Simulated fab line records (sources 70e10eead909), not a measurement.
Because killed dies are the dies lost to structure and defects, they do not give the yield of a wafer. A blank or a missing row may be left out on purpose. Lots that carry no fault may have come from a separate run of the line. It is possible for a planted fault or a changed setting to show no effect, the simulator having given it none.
Chamber matching    flow nand-harc    NHARC_P_M1_STRIP_18 on rie-diel-01 has 4 sister chambers
The step strips in N2/H2. 8 wafers are shown with their chamber, then 7 later ones without.

EACH WAFER AND ITS CHAMBER
wafer   chamber  drypump-motor-current-A (A)  throttle-valve-pct (%)
L884.6  2        4.92                         14.179
L891.1  3        5.98                         14.161
L891.5  2        4.93                         14.165
L892.2  1        5.38                         14.158
L892.3  3        5.97                         14.161
L892.4  0        5.59                         14.165
L893.1  1        5.32                         14.158
L893.2  0        5.59                         14.159

WAFERS WITH NO CHAMBER GIVEN
wafer   drypump-motor-current-A (A)  throttle-valve-pct (%)
L893.6  5.37                         14.178
L894.2  5.60                         14.169
L894.4  5.32                         14.167
L894.5  5.60                         14.158
L896.2  5.97                         14.155
L896.5  5.61                         14.167
L896.6  5.32                         14.163

WHICH CHAMBER EACH WENT THROUGH
wafer   from the rows above  in truth
L893.6  1                    1
L894.2  0                    0
L894.4  1                    1
L894.5  0                    0
L896.2  3                    3
L896.5  0                    0
L896.6  1                    1
Correct placement for 7 of the 7. Not placeable from these rows: 0. Placed wrongly: 0.
How it was worked out, from the rows above alone: a wafer's distance from a chamber is the root of the sum, over the readings, of the square of ((its reading less the chamber's mean) divided by the reading's scatter). If the next closest chamber is less than 2 further off than the closest, the wafer can't be placed; otherwise it belongs to the closest. Each chamber's mean is taken over the wafers shown for it. The scatter: take each reading less its chamber's mean, square it, sum over the shown wafers, divide by the number of wafers less the number of chambers, and take the root.
